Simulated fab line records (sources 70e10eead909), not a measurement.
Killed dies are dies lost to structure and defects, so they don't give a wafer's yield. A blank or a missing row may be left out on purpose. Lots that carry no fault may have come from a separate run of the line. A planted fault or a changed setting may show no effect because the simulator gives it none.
Chamber matching -- flow nandHarc -- NHARC_A_STAIRCASE_ALD_420 on aldHk-04 has 4 sister chambers
The step deposits SiO2, target thk 20 nm, pulse time 6 s, ald cycles 200. 18 wafers are shown with their chamber, then 9 later ones without.

## WAFERS PAIRED WITH THEIR CHAMBERS
wafer,chamber,heaterPowerW (W),precursorPulseHeightRel
L076.2,2,533,1.000
L076.4,3,439,0.998
L076.6,2,523,0.939
L077.4,0,469,1.029
L077.5,1,478,0.982
L077.6,2,521,1.034
L079.3,3,430,0.972
L079.5,0,457,1.027
L079.6,3,435,1.032
L083.1,3,459,0.980
L083.2,1,507,0.989
L083.5,2,522,0.984
L089.2,3,444,1.042
L089.4,0,461,1.025
L089.5,0,461,1.035
L091.2,0,457,1.001
L091.4,3,456,0.992
L091.5,3,445,0.974

SIGNATURES (averages over the wafers above)
reading,chamber 0,chamber 1,chamber 2,chamber 3,scatter within a chamber
heaterPowerW,461.00,492.50,524.75,444.00,9.57
precursorPulseHeightRel,1.02340,0.98550,0.98925,0.99857,0.0268
Rule: distance of a wafer from a chamber = root of the sum over the readings of ((wafer's reading minus chamber's mean) / reading's scatter) squared. If the next closest chamber is less than 2 further off than the closest, the wafer can't be placed; otherwise it belongs to the closest. How the scatter is found: for the shown wafers, subtract from each reading the mean of its chamber, square and add these, divide the total by (wafers less chambers), then take the root.

## WAFERS MISSING THEIR CHAMBER
wafer,heaterPowerW (W),precursorPulseHeightRel
L090.4,459,1.009
L090.5,458,0.992
L090.6,520,1.022
L095.2,469,0.988
L095.4,527,0.995
L095.5,522,0.993
L097.2,435,1.003
L097.4,412,0.996
L097.6,462,0.994

## THE CHAMBER EACH PASSED THROUGH
wafer,from the rows above,in truth
L090.4,can't be placed: 0 or 3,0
L090.5,can't be placed: 0 or 3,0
L090.6,can't be placed: 2 or 1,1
L095.2,can't be placed: 0 or 1 or 3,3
L095.4,2,2
L095.5,2,2
L097.2,can't be placed: 3 or 0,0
L097.4,can't be placed: 3 or 0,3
L097.6,can't be placed: 0 or 3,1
Correct placement for 2 of the 9. Can't be placed from these rows: 7 (the true chamber is among the candidates in 6). 0 placed wrongly.
